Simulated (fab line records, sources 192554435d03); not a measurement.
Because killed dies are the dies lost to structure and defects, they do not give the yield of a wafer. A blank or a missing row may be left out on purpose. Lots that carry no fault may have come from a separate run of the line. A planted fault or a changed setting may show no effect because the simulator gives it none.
Chamber matching + flow n5Finfet + pecvd-03 running N5_BEOL_M3_ILD_DEP_00: 3 sister chambers
The step deposits SiOC from DEMS/O2, target thk 79 nm, time 15.3 s. 3 wafers are shown with their chamber, then 8 later ones without.

## WAFERS WITH THEIR CHAMBER
| wafer  | chamber | throttleValvePct (%) |
|--------|---------|----------------------|
| L081.3 | 1       | 13.4                 |
| L090.4 | 2       | 11.3                 |
| L093.1 | 0       | 11.8                 |

## WAFERS WITH NO CHAMBER GIVEN
| wafer  | throttleValvePct (%) |
|--------|----------------------|
| L093.4 | 13.4                 |
| L093.5 | 12.3                 |
| L094.1 | 12.0                 |
| L094.2 | 13.4                 |
| L094.4 | 13.2                 |
| L095.2 | 11.9                 |
| L095.3 | 11.5                 |
| L095.6 | 12.3                 |

## WHICH CHAMBER EACH WENT THROUGH
| wafer  | from the rows above     | in truth |
|--------|-------------------------|----------|
| L093.4 | 1                       | 1        |
| L093.5 | can't be placed: 0 or 2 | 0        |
| L094.1 | can't be placed: 0 or 2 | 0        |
| L094.2 | 1                       | 1        |
| L094.4 | 1                       | 1        |
| L095.2 | can't be placed: 0 or 2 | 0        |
| L095.3 | can't be placed: 2 or 0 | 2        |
| L095.6 | can't be placed: 0 or 2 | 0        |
Correctly placed: 3 of 8. Unplaceable from these rows: 5, with the true chamber sitting among the candidates in 5. 0 placed wrongly.
How it was worked out, from the rows above alone: a wafer's distance from a chamber is the root of the sum, over the readings, of the square of ((its reading less the chamber's mean) divided by the reading's scatter). The wafer belongs to the nearest chamber; if the next one is less than 2 further off, it can't be placed. The mean given for a chamber averages the wafers shown for that chamber. The scatter: root of mean squared gap, hidden wafer to nearest shown wafer, with one shown wafer a chamber.
